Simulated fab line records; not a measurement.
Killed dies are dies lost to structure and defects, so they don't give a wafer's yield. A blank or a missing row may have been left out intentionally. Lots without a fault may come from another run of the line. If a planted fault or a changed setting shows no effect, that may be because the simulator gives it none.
Which tool is to blame? :: flow nandHarc :: 42 wafers from 14 lots sampled at 4 of the route's 1302 steps

WHAT EACH GAUGE READ, for each wafer
No reading from a measuring or inspecting step in the record can be judged against a usual standard deviation.

WHICH TOOL RAN EACH LOT (tool, then ch and the chambers of the sampled wafers, then the start)
lot: L708
NHARC_A_CONTACT_ETCH_51: rieDiel-06 ch 1,2,3, day 21 15:58 or earlier
NHARC_A_CONTACT_ETCH_111: harCapEtch-02 ch 0,1, day 21 15:58
NHARC_A_CONTACT_ETCH_119: harCapEtch-02 ch 0,1, day 21 17:22
NHARC_A_CONTACT_ETCH_120: harCapEtch-02 ch 0,1, day 21 17:32

lot: L707
NHARC_A_CONTACT_ETCH_51: rieDiel-06 ch 0,2, day 21 20:28 or earlier
NHARC_A_CONTACT_ETCH_111: harCapEtch-03 ch 0,1, day 21 20:28
NHARC_A_CONTACT_ETCH_119: harCapEtch-03 ch 0,1, day 21 21:51
NHARC_A_CONTACT_ETCH_120: harCapEtch-03 ch 0,1, day 21 22:02

lot: L711
NHARC_A_CONTACT_ETCH_51: rieDiel-01 ch 0,2, day 22 20:21 or earlier
NHARC_A_CONTACT_ETCH_111: harCapEtch-03 ch 0,1, day 22 20:21
NHARC_A_CONTACT_ETCH_119: harCapEtch-03 ch 0,1, day 22 21:44
NHARC_A_CONTACT_ETCH_120: harCapEtch-03 ch 0,1, day 22 21:55

lot: L712
NHARC_A_CONTACT_ETCH_51: rieDiel-06 ch 0,2, day 23 14:31 or earlier
NHARC_A_CONTACT_ETCH_111: harCapEtch-02 ch 0,1, day 23 14:31
NHARC_A_CONTACT_ETCH_119: harCapEtch-02 ch 0,1, day 23 15:55
NHARC_A_CONTACT_ETCH_120: harCapEtch-02 ch 0,1, day 23 16:05

lot: L714
NHARC_A_CONTACT_ETCH_51: rieDiel-01 ch 0,2,3, day 24 04:04 or earlier
NHARC_A_CONTACT_ETCH_111: harCapEtch-02 ch 1, day 24 04:04
NHARC_A_CONTACT_ETCH_119: harCapEtch-02 ch 1, day 24 05:28
NHARC_A_CONTACT_ETCH_120: harCapEtch-02 ch 1, day 24 05:38

lot: L715
NHARC_A_CONTACT_ETCH_51: rieDiel-06 ch 0,1,3, day 25 05:05 or earlier
NHARC_A_CONTACT_ETCH_111: harCapEtch-03 ch 0,1, day 25 05:05
NHARC_A_CONTACT_ETCH_119: harCapEtch-03 ch 0,1, day 25 06:29
NHARC_A_CONTACT_ETCH_120: harCapEtch-03 ch 0,1, day 25 06:40

lot: L716
NHARC_A_CONTACT_ETCH_51: rieDiel-13 ch 1,3, day 25 17:14 or earlier
NHARC_A_CONTACT_ETCH_111: harCapEtch-01 ch 0,1, day 25 17:14
NHARC_A_CONTACT_ETCH_119: harCapEtch-01 ch 0,1, day 25 18:38
NHARC_A_CONTACT_ETCH_120: harCapEtch-01 ch 0,1, day 25 18:49

lot: L717
NHARC_A_CONTACT_ETCH_51: rieDiel-13 ch 0,2,3, day 25 19:26 or earlier
NHARC_A_CONTACT_ETCH_111: harCapEtch-03 ch 0,1, day 25 19:26
NHARC_A_CONTACT_ETCH_119: harCapEtch-03 ch 0,1, day 25 21:17
NHARC_A_CONTACT_ETCH_120: harCapEtch-03 ch 0,1, day 25 21:31

lot: L721
NHARC_A_CONTACT_ETCH_51: rieDiel-06 ch 1,2,3, day 27 01:01 or earlier
NHARC_A_CONTACT_ETCH_111: harCapEtch-01 ch 0,1, day 27 01:01
NHARC_A_CONTACT_ETCH_119: harCapEtch-01 ch 0,1, day 27 02:25
NHARC_A_CONTACT_ETCH_120: harCapEtch-01 ch 0,1, day 27 02:35

lot: L725
NHARC_A_CONTACT_ETCH_51: rieDiel-06 ch 0,1,2, day 29 07:52 or earlier
NHARC_A_CONTACT_ETCH_111: harCapEtch-03 ch 0,1, day 29 07:52
NHARC_A_CONTACT_ETCH_119: harCapEtch-03 ch 0,1, day 29 09:17
NHARC_A_CONTACT_ETCH_120: harCapEtch-03 ch 0,1, day 29 09:27

lot: L726
NHARC_A_CONTACT_ETCH_51: rieDiel-13 ch 0,1,2, day 29 15:13 or earlier
NHARC_A_CONTACT_ETCH_111: harCapEtch-01 ch 0, day 29 15:13
NHARC_A_CONTACT_ETCH_119: harCapEtch-01 ch 0, day 29 16:37
NHARC_A_CONTACT_ETCH_120: harCapEtch-01 ch 0, day 29 16:47

lot: L729
NHARC_A_CONTACT_ETCH_51: rieDiel-01 ch 1,2,3, day 30 04:06 or earlier
NHARC_A_CONTACT_ETCH_111: harCapEtch-03 ch 0, day 30 04:06
NHARC_A_CONTACT_ETCH_119: harCapEtch-03 ch 0, day 30 05:29
NHARC_A_CONTACT_ETCH_120: harCapEtch-03 ch 0, day 30 05:40

lot: L728
NHARC_A_CONTACT_ETCH_51: rieDiel-06 ch 0,1, day 30 04:51 or earlier
NHARC_A_CONTACT_ETCH_111: harCapEtch-01 ch 0,1, day 30 04:51
NHARC_A_CONTACT_ETCH_119: harCapEtch-01 ch 0,1, day 30 06:14
NHARC_A_CONTACT_ETCH_120: harCapEtch-01 ch 0,1, day 30 06:24

lot: L730
NHARC_A_CONTACT_ETCH_51: rieDiel-01 ch 1,2,3, day 31 11:48 or earlier
NHARC_A_CONTACT_ETCH_111: harCapEtch-01 ch 0,1, day 31 11:48
NHARC_A_CONTACT_ETCH_119: harCapEtch-01 ch 0,1, day 31 13:11
NHARC_A_CONTACT_ETCH_120: harCapEtch-01 ch 0,1, day 31 13:21
- NHARC_A_CONTACT_ETCH_51: etches the open film in O2/COS, target depth 7000 nm, time 1820 s.
- NHARC_A_CONTACT_ETCH_111: etches the open film in C4F8/O2/Ar, time 140 s, target depth 700 nm.
- NHARC_A_CONTACT_ETCH_119: etches the open film in C4F8/O2/Ar, time 190 s, target depth 1850 nm.
- NHARC_A_CONTACT_ETCH_120: etches the open film in C4F8/O2/Ar, time 190 s, target depth 1850 nm.

AS READ BY THE TOOLS THEMSELVES (means over the sampled wafers that have a number; for cases with no such wafer, the mark the record gives instead)
NHARC_A_CONTACT_ETCH_51.
lot: L708
tool: rieDiel-06
biasW (W): 300.0
chamberPressureMTorr (mTorr): 19.980
drypumpMotorCurrentA (A): 5.5
oesProductAu (a.u.): 1.000
rfVppV (V): 313.9
showerheadPlenumPTorr (Torr): 3.11
throttleValvePct (%): 28.329

lot: L707
tool: rieDiel-06
biasW (W): 299.5
chamberPressureMTorr (mTorr): 19.997
drypumpMotorCurrentA (A): 5.7
oesProductAu (a.u.): 1.003
rfVppV (V): 316.0
showerheadPlenumPTorr (Torr): 3.25
throttleValvePct (%): 28.323

lot: L711
tool: rieDiel-01
biasW (W): 300.8
chamberPressureMTorr (mTorr): 19.988
drypumpMotorCurrentA (A): 5.9
oesProductAu (a.u.): 1.002
rfVppV (V): 313.2
showerheadPlenumPTorr (Torr): 3.00
throttleValvePct (%): 28.327

lot: L712
tool: rieDiel-06
biasW (W): 301.2
chamberPressureMTorr (mTorr): 19.998
drypumpMotorCurrentA (A): 5.8
oesProductAu (a.u.): 0.994
rfVppV (V): 315.3
showerheadPlenumPTorr (Torr): 3.20
throttleValvePct (%): 28.330

lot: L714
tool: rieDiel-01
biasW (W): 299.0
chamberPressureMTorr (mTorr): 19.995
drypumpMotorCurrentA (A): 5.6
oesProductAu (a.u.): 0.994
rfVppV (V): 312.8
showerheadPlenumPTorr (Torr): 3.05
throttleValvePct (%): 28.333

lot: L715
tool: rieDiel-06
biasW (W): 300.1
chamberPressureMTorr (mTorr): 19.997
drypumpMotorCurrentA (A): 5.6
oesProductAu (a.u.): 0.994
rfVppV (V): 312.7
showerheadPlenumPTorr (Torr): 3.06
throttleValvePct (%): 28.332

lot: L716
tool: rieDiel-13
biasW (W): 300.8
chamberPressureMTorr (mTorr): 20.002
drypumpMotorCurrentA (A): 5.5
oesProductAu (a.u.): 1.010
rfVppV (V): 315.9
showerheadPlenumPTorr (Torr): 3.24
throttleValvePct (%): 28.323

lot: L717
tool: rieDiel-13
biasW (W): 300.1
chamberPressureMTorr (mTorr): 19.996
drypumpMotorCurrentA (A): 5.7
oesProductAu (a.u.): 1.005
rfVppV (V): 315.0
showerheadPlenumPTorr (Torr): 3.13
throttleValvePct (%): 28.331

lot: L721
tool: rieDiel-06
biasW (W): 299.3
chamberPressureMTorr (mTorr): 20.003
drypumpMotorCurrentA (A): 5.6
oesProductAu (a.u.): 1.001
rfVppV (V): 314.1
showerheadPlenumPTorr (Torr): 3.10
throttleValvePct (%): 28.325

lot: L725
tool: rieDiel-06
biasW (W): 299.4
chamberPressureMTorr (mTorr): 20.002
drypumpMotorCurrentA (A): 5.6
oesProductAu (a.u.): 1.010
rfVppV (V): 314.7
showerheadPlenumPTorr (Torr): 3.16
throttleValvePct (%): 28.329

lot: L726
tool: rieDiel-13
biasW (W): 299.8
chamberPressureMTorr (mTorr): 20.024
drypumpMotorCurrentA (A): 6.0
oesProductAu (a.u.): 1.003
rfVppV (V): 314.0
showerheadPlenumPTorr (Torr): 3.14
throttleValvePct (%): 28.335

lot: L729
tool: rieDiel-01
biasW (W): 300.6
chamberPressureMTorr (mTorr): 19.983
drypumpMotorCurrentA (A): 5.5
oesProductAu (a.u.): 0.987
rfVppV (V): 314.1
showerheadPlenumPTorr (Torr): 3.08
throttleValvePct (%): 28.324

lot: L728
tool: rieDiel-06
biasW (W): 299.9
chamberPressureMTorr (mTorr): 19.983
drypumpMotorCurrentA (A): 5.7
oesProductAu (a.u.): 0.999
rfVppV (V): 314.2
showerheadPlenumPTorr (Torr): 3.12
throttleValvePct (%): 28.333

lot: L730
tool: rieDiel-01
biasW (W): 299.6
chamberPressureMTorr (mTorr): 19.980
drypumpMotorCurrentA (A): 5.5
oesProductAu (a.u.): 0.992
rfVppV (V): 314.2
showerheadPlenumPTorr (Torr): 3.08
throttleValvePct (%): 28.330

NHARC_A_CONTACT_ETCH_111.
lot: L708
tool: harCapEtch-02
chamberPressureMTorr (mTorr): 19.995
oesAirLineAu (a.u.): 0.991

lot: L707
tool: harCapEtch-03
chamberPressureMTorr (mTorr): 20.008
oesAirLineAu (a.u.): 0.984

lot: L711
tool: harCapEtch-03
chamberPressureMTorr (mTorr): 19.984
oesAirLineAu (a.u.): 0.993

lot: L712
tool: harCapEtch-02
chamberPressureMTorr (mTorr): 19.993
oesAirLineAu (a.u.): 1.017

lot: L714
tool: harCapEtch-02
chamberPressureMTorr (mTorr): 19.999
oesAirLineAu (a.u.): 0.985

lot: L715
tool: harCapEtch-03
chamberPressureMTorr (mTorr): 20.010
oesAirLineAu (a.u.): 1.011

lot: L716
tool: harCapEtch-01
chamberPressureMTorr (mTorr): 19.994
oesAirLineAu (a.u.): 1.003

lot: L717
tool: harCapEtch-03
chamberPressureMTorr (mTorr): 20.006
oesAirLineAu (a.u.): 0.999

lot: L721
tool: harCapEtch-01
chamberPressureMTorr (mTorr): 19.999
oesAirLineAu (a.u.): 0.989

lot: L725
tool: harCapEtch-03
chamberPressureMTorr (mTorr): -
oesAirLineAu (a.u.): -

lot: L726
tool: harCapEtch-01
chamberPressureMTorr (mTorr): -
oesAirLineAu (a.u.): -

lot: L729
tool: harCapEtch-03
chamberPressureMTorr (mTorr): 19.995
oesAirLineAu (a.u.): 1.001

lot: L728
tool: harCapEtch-01
chamberPressureMTorr (mTorr): 19.989
oesAirLineAu (a.u.): 0.997

lot: L730
tool: harCapEtch-01
chamberPressureMTorr (mTorr): 20.017
oesAirLineAu (a.u.): 1.003

NHARC_A_CONTACT_ETCH_119.
lot: L708
tool: harCapEtch-02
chamberPressureMTorr (mTorr): 20.001
oesAirLineAu (a.u.): 1.007

lot: L707
tool: harCapEtch-03
chamberPressureMTorr (mTorr): 19.986
oesAirLineAu (a.u.): 1.023

lot: L711
tool: harCapEtch-03
chamberPressureMTorr (mTorr): 19.997
oesAirLineAu (a.u.): 1.001

lot: L712
tool: harCapEtch-02
chamberPressureMTorr (mTorr): 19.995
oesAirLineAu (a.u.): 0.991

lot: L714
tool: harCapEtch-02
chamberPressureMTorr (mTorr): 20.001
oesAirLineAu (a.u.): 0.981

lot: L715
tool: harCapEtch-03
chamberPressureMTorr (mTorr): 20.011
oesAirLineAu (a.u.): 1.000

lot: L716
tool: harCapEtch-01
chamberPressureMTorr (mTorr): 19.996
oesAirLineAu (a.u.): 0.999

lot: L717
tool: harCapEtch-03
chamberPressureMTorr (mTorr): 20.008
oesAirLineAu (a.u.): 1.034

lot: L721
tool: harCapEtch-01
chamberPressureMTorr (mTorr): 19.995
oesAirLineAu (a.u.): 0.971

lot: L725
tool: harCapEtch-03
chamberPressureMTorr (mTorr): 20.001
oesAirLineAu (a.u.): 1.002

lot: L726
tool: harCapEtch-01
chamberPressureMTorr (mTorr): 20.006
oesAirLineAu (a.u.): 0.992

lot: L729
tool: harCapEtch-03
chamberPressureMTorr (mTorr): 20.003
oesAirLineAu (a.u.): 1.012

lot: L728
tool: harCapEtch-01
chamberPressureMTorr (mTorr): 19.996
oesAirLineAu (a.u.): 0.997

lot: L730
tool: harCapEtch-01
chamberPressureMTorr (mTorr): 19.990
oesAirLineAu (a.u.): 0.971

NHARC_A_CONTACT_ETCH_120.
lot: L708
tool: harCapEtch-02
chamberPressureMTorr (mTorr): 19.992
oesAirLineAu (a.u.): 1.004

lot: L707
tool: harCapEtch-03
chamberPressureMTorr (mTorr): 20.015
oesAirLineAu (a.u.): 1.011

lot: L711
tool: harCapEtch-03
chamberPressureMTorr (mTorr): 20.000
oesAirLineAu (a.u.): 1.012

lot: L712
tool: harCapEtch-02
chamberPressureMTorr (mTorr): 20.003
oesAirLineAu (a.u.): 1.013

lot: L714
tool: harCapEtch-02
chamberPressureMTorr (mTorr): 20.007
oesAirLineAu (a.u.): 1.024

lot: L715
tool: harCapEtch-03
chamberPressureMTorr (mTorr): 19.999
oesAirLineAu (a.u.): 1.004

lot: L716
tool: harCapEtch-01
chamberPressureMTorr (mTorr): 20.015
oesAirLineAu (a.u.): 0.997

lot: L717
tool: harCapEtch-03
chamberPressureMTorr (mTorr): 20.005
oesAirLineAu (a.u.): 1.010

lot: L721
tool: harCapEtch-01
chamberPressureMTorr (mTorr): 19.987
oesAirLineAu (a.u.): 1.015

lot: L725
tool: harCapEtch-03
chamberPressureMTorr (mTorr): 19.996
oesAirLineAu (a.u.): 1.002

lot: L726
tool: harCapEtch-01
chamberPressureMTorr (mTorr): 20.000
oesAirLineAu (a.u.): 1.011

lot: L729
tool: harCapEtch-03
chamberPressureMTorr (mTorr): 19.981
oesAirLineAu (a.u.): 1.017

lot: L728
tool: harCapEtch-01
chamberPressureMTorr (mTorr): 19.994
oesAirLineAu (a.u.): 0.976

lot: L730
tool: harCapEtch-01
chamberPressureMTorr (mTorr): 19.999
oesAirLineAu (a.u.): 0.987

THE ANSWER, worked out from the rows above alone
Rule: what is usual is taken from the lots themselves. The widest of any qualifying gaps counts: lots, ordered by their means at a reading, are off when they make up no more than a third of the lots, leave a main group of 4 or more, and stand apart from it by 3 or more times the standard deviation of that group's means. A main group is skipped when, at the precision printed for the reading in the tables above, its means are all equal. A lot without any number at a reading at which 4 lots or more have one is off too. Any other lot the step has rows for is counted as sound. The gauges are gone through in route order, then the tools' own readings, and for those a lot's mean is taken as printed above. The first step at which some lot is off is used, and at that step the reading that is off furthest; a lot without a number counts as furthest.
Off: L725, L726 (NHARC_A_CONTACT_ETCH_111, chamberPressureMTorr). Without a number there: L725, L726. For the main group the mean is 19.999 mTorr and the standard deviation 0.0091.
A tool fits if, at that step or a process step before it, it ran every lot that is off, and no sound lot after the first of them. Because NHARC_A_CONTACT_ETCH_51 lacks a start for some lots, the hours and order of its lots are taken from NHARC_A_CONTACT_ETCH_111. No candidate that was tried fits.

WHAT THE SIMULATOR PUT IN
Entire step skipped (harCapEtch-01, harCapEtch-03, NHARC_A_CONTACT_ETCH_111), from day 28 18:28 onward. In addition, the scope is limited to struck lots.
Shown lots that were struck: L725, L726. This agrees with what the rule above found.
